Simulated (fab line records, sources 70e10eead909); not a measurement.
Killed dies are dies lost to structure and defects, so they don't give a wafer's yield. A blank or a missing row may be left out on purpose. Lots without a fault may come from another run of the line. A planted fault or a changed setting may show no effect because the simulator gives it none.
Chamber matching | flow nand_harc | NHARC_P_M1_DEP_33 on pecvd-04: 3 sister chambers
The step deposits SiCN, target thk 30 nm. 3 wafers are shown with their chamber, then 10 later ones without.

WAFERS WITH THEIR CHAMBER
wafer  | chamber | heater_power_w (W)
L087.3 | 0       | 777
L090.2 | 1       | 544
L090.4 | 2       | 566

WAFERS WITHOUT THEIR CHAMBER
wafer  | heater_power_w (W)
L090.5 | 565
L091.2 | 538
L091.3 | 543
L091.4 | 753
L095.1 | 576
L095.2 | 475
L095.6 | 488
L096.1 | 751
L096.4 | 507
L096.6 | 565

WHICH CHAMBER EACH WENT THROUGH
wafer  | from the rows above     | in truth
L090.5 | can't be placed: 2 or 1 | 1
L091.2 | can't be placed: 1 or 2 | 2
L091.3 | can't be placed: 1 or 2 | 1
L091.4 | 0                       | 0
L095.1 | can't be placed: 2 or 1 | 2
L095.2 | can't be placed: 1 or 2 | 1
L095.6 | can't be placed: 1 or 2 | 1
L096.1 | 0                       | 0
L096.4 | can't be placed: 1 or 2 | 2
L096.6 | can't be placed: 2 or 1 | 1
Placed correctly: 2 of 10. Can't be placed from these rows: 8 (the true chamber is among the candidates in 8). Placed wrongly: 0.
How it was worked out, from the rows above alone: a wafer's distance from a chamber is the root of the sum, over the readings, of the square of ((its reading less the chamber's mean) divided by the reading's scatter). The wafer belongs to the nearest chamber; if the next one is less than 2 further off, it can't be placed. A chamber's mean is the mean of its shown wafers. The scatter: with one shown wafer a chamber, the root of the mean of the squares of how far each hidden wafer lies from its nearest shown one.
